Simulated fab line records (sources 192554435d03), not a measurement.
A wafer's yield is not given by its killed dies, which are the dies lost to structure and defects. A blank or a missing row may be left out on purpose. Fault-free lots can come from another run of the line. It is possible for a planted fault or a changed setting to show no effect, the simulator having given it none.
Matching of chambers / flow n5_finfet / 4 sister chambers for N5_BEOL_M1_DESCUM_16 on rie_diel-06
The step chemistry O2, time 7 s. 18 wafers are shown with their chamber, then 9 later ones without.

== WAFERS PAIRED WITH THEIR CHAMBERS ==
wafer=L077.2; chamber=0; showerhead_plenum_p_Torr (Torr)=2.00; throttle_valve_pct (%)=20.2; drypump_motor_current_A (A)=6.6
wafer=L077.3; chamber=2; showerhead_plenum_p_Torr (Torr)=2.06; throttle_valve_pct (%)=20.9; drypump_motor_current_A (A)=5.6
wafer=L077.4; chamber=3; showerhead_plenum_p_Torr (Torr)=1.93; throttle_valve_pct (%)=20.0; drypump_motor_current_A (A)=5.8
wafer=L080.1; chamber=2; showerhead_plenum_p_Torr (Torr)=2.05; throttle_valve_pct (%)=20.9; drypump_motor_current_A (A)=5.7
wafer=L080.2; chamber=3; showerhead_plenum_p_Torr (Torr)=1.92; throttle_valve_pct (%)=20.0; drypump_motor_current_A (A)=5.9
wafer=L080.3; chamber=0; showerhead_plenum_p_Torr (Torr)=2.00; throttle_valve_pct (%)=20.2; drypump_motor_current_A (A)=6.5
wafer=L082.2; chamber=3; showerhead_plenum_p_Torr (Torr)=1.92; throttle_valve_pct (%)=20.0; drypump_motor_current_A (A)=5.9
wafer=L082.3; chamber=2; showerhead_plenum_p_Torr (Torr)=2.05; throttle_valve_pct (%)=20.9; drypump_motor_current_A (A)=5.7
wafer=L082.6; chamber=3; showerhead_plenum_p_Torr (Torr)=1.92; throttle_valve_pct (%)=20.0; drypump_motor_current_A (A)=5.9
wafer=L083.1; chamber=0; showerhead_plenum_p_Torr (Torr)=2.00; throttle_valve_pct (%)=20.2; drypump_motor_current_A (A)=6.5
wafer=L083.3; chamber=1; showerhead_plenum_p_Torr (Torr)=2.20; throttle_valve_pct (%)=20.2; drypump_motor_current_A (A)=6.5
wafer=L083.6; chamber=2; showerhead_plenum_p_Torr (Torr)=2.05; throttle_valve_pct (%)=21.0; drypump_motor_current_A (A)=5.6
wafer=L085.4; chamber=2; showerhead_plenum_p_Torr (Torr)=2.05; throttle_valve_pct (%)=21.0; drypump_motor_current_A (A)=5.6
wafer=L085.5; chamber=1; showerhead_plenum_p_Torr (Torr)=2.19; throttle_valve_pct (%)=20.2; drypump_motor_current_A (A)=6.5
wafer=L085.6; chamber=0; showerhead_plenum_p_Torr (Torr)=2.00; throttle_valve_pct (%)=20.2; drypump_motor_current_A (A)=6.5
wafer=L086.2; chamber=1; showerhead_plenum_p_Torr (Torr)=2.19; throttle_valve_pct (%)=20.2; drypump_motor_current_A (A)=6.5
wafer=L086.4; chamber=0; showerhead_plenum_p_Torr (Torr)=2.00; throttle_valve_pct (%)=20.2; drypump_motor_current_A (A)=6.5
wafer=L086.6; chamber=3; showerhead_plenum_p_Torr (Torr)=1.92; throttle_valve_pct (%)=20.0; drypump_motor_current_A (A)=5.9

SIGNATURES (averages over the wafers above)
reading=showerhead_plenum_p_Torr; chamber 0=2.0000; chamber 1=2.1933; chamber 2=2.0520; chamber 3=1.9220; scatter within a chamber=0.00402
reading=throttle_valve_pct; chamber 0=20.200; chamber 1=20.200; chamber 2=20.940; chamber 3=20.000; scatter within a chamber=0.0293
reading=drypump_motor_current_A; chamber 0=6.520; chamber 1=6.500; chamber 2=5.640; chamber 3=5.880; scatter within a chamber=0.0447
Rule: for each reading, subtract the chamber's mean from the wafer's reading, divide by that reading's scatter and square the result; add these up over the readings and take the root, which gives the wafer's distance from the chamber. If the next closest chamber is less than 2 further off than the closest, the wafer can't be placed; otherwise it belongs to the closest. How the scatter is found: for the shown wafers, subtract from each reading the mean of its chamber, square and add these, divide the total by (wafers less chambers), then take the root.

== WAFERS WHOSE CHAMBER IS MISSING ==
wafer=L087.1; showerhead_plenum_p_Torr (Torr)=1.92; throttle_valve_pct (%)=20.0; drypump_motor_current_A (A)=5.8
wafer=L087.2; showerhead_plenum_p_Torr (Torr)=2.00; throttle_valve_pct (%)=20.2; drypump_motor_current_A (A)=6.5
wafer=L087.3; showerhead_plenum_p_Torr (Torr)=2.19; throttle_valve_pct (%)=20.2; drypump_motor_current_A (A)=6.5
wafer=L089.1; showerhead_plenum_p_Torr (Torr)=1.99; throttle_valve_pct (%)=20.2; drypump_motor_current_A (A)=6.5
wafer=L089.3; showerhead_plenum_p_Torr (Torr)=1.92; throttle_valve_pct (%)=20.0; drypump_motor_current_A (A)=5.8
wafer=L089.4; showerhead_plenum_p_Torr (Torr)=1.92; throttle_valve_pct (%)=20.0; drypump_motor_current_A (A)=5.9
wafer=L094.1; showerhead_plenum_p_Torr (Torr)=2.05; throttle_valve_pct (%)=20.6; drypump_motor_current_A (A)=5.6
wafer=L094.2; showerhead_plenum_p_Torr (Torr)=2.19; throttle_valve_pct (%)=20.2; drypump_motor_current_A (A)=6.5
wafer=L094.3; showerhead_plenum_p_Torr (Torr)=1.99; throttle_valve_pct (%)=20.2; drypump_motor_current_A (A)=6.5

== CHAMBER TAKEN BY EACH ==
wafer=L087.1; from the rows above=3; in truth=3
wafer=L087.2; from the rows above=0; in truth=0
wafer=L087.3; from the rows above=1; in truth=1
wafer=L089.1; from the rows above=0; in truth=0
wafer=L089.3; from the rows above=3; in truth=3
wafer=L089.4; from the rows above=3; in truth=3
wafer=L094.1; from the rows above=2; in truth=2
wafer=L094.2; from the rows above=1; in truth=1
wafer=L094.3; from the rows above=0; in truth=0
Placed correctly: 9 of 9. Can't be placed from these rows: 0. 0 placed wrongly.
